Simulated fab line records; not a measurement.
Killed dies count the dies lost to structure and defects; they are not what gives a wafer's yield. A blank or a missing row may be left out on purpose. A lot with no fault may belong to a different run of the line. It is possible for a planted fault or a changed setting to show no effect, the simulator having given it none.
Comparing a struck lot with a sound one | flow n5_finfet | 27 steps out of a route of 1938
Sound: wafers L943.2, L943.3, L943.5. Wafers struck: L944.1, L944.3, L944.4. The cause comes at the end.
Order at every step that has rows: each side's tool, ch and its chambers, its first start. Under that, the readings that differ: sound wafers | struck wafers | difference of the means | sigmas: that difference in standard deviations of wafers without a fault.
alike: same words and numbers on both sides, and readings whose means sit less than 2 such deviations apart. not compared: any withheld reading, any reading some wafer has no value for, any bound like >300 that may hide the same value, and any number with overlapping values for which the record gives no deviation.
Wherever a step has rows on one side only, a row that says differs or no value, or a row with sigmas, the two part there. When numbers do not overlap yet have no deviation, they are printed without sigmas and do not part them. A reading missing from all wafers of one side parts the sides only when that side holds two or more wafers.

first, 9 steps without rows for these wafers: N5_BEOL_M15_COAT_04 (resist thk 800 nm); N5_BEOL_M15_EBR_06; N5_BEOL_M15_SOFTBAKE_05 (time 60 s); N5_BEOL_M15_EXPOSE_07 (exposes mask V14); N5_BEOL_M15_PEB_08 (peb time 90 s); N5_BEOL_M15_DEVELOP_09 (develop time 45 s); N5_BEOL_M15_HARDBAKE_14 (time 120 s); N5_BEOL_M15_DESCUM_15 (chemistry O2, time 7.9 s); N5_BEOL_M15_ETCH_59 (etches BARC in N2/H2, target depth 89 nm, overetch 26.7 nm, time 67.9 s).
N5_BEOL_M15_VIA_ETCH_16: etches SiO2 in C4F8/O2/Ar, target depth 1792.2 nm.
  sound on rie_diel-04 ch 1,2, day 11 12:13; struck on rie_diel-04 ch 1,2,3, day 11 22:44
  alike: drypump_motor_current_A, oes_product_au, rf_vpp_V, showerhead_plenum_p_Torr, throttle_valve_pct
then, 14 steps without rows for these wafers: N5_BEOL_M15_STRIP_63 (strips in O2); N5_BEOL_M15_STRIP_64 (strips in O2); N5_BEOL_M15_STRIP_65 (strips in post etch residue remover, time 60 s); N5_BEOL_M15_SRD_66 (time 30 s, dry time 30 s); N5_BEOL_M15_COAT_56 (time 60 s, resist thk 550 nm); N5_BEOL_M15_ETCH_57 (etches SOC in N2/H2, time 750 s); N5_BEOL_M15_COAT_60 (time 60 s, resist thk 89 nm); N5_BEOL_M15_COAT_22 (resist thk 800 nm); N5_BEOL_M15_EBR_24; N5_BEOL_M15_SOFTBAKE_23 (time 60 s); N5_BEOL_M15_EXPOSE_25 (exposes mask M15, target cd 400 nm); N5_BEOL_M15_PEB_26 (peb time 90 s); N5_BEOL_M15_DEVELOP_27 (develop time 45 s); N5_BEOL_M15_HARDBAKE_32 (time 120 s).
N5_BEOL_M15_INSPECT_30: inspects for defects (macro).
  struck on defect_inspect-02, day 12 00:20; sound on defect_inspect-02, day 11 13:34
  reading          | sound | struck         | difference | sigmas
  raw_defect_count | 2 1 2 | >300 >300 >300 | differs    |
then, 1 step without rows for these wafers: N5_BEOL_M15_DESCUM_33 (chemistry O2, time 7.9 s).
N5_PASSIVATION_PROBE_49:
  record: rows for the struck wafers here (prober-02, day 12 21:14), none for the sound ones

## WHERE THEY PART
At N5_BEOL_M15_INSPECT_30 first; at N5_PASSIVATION_PROBE_49 last (within this record only).

WHY: what had been put in by the simulator
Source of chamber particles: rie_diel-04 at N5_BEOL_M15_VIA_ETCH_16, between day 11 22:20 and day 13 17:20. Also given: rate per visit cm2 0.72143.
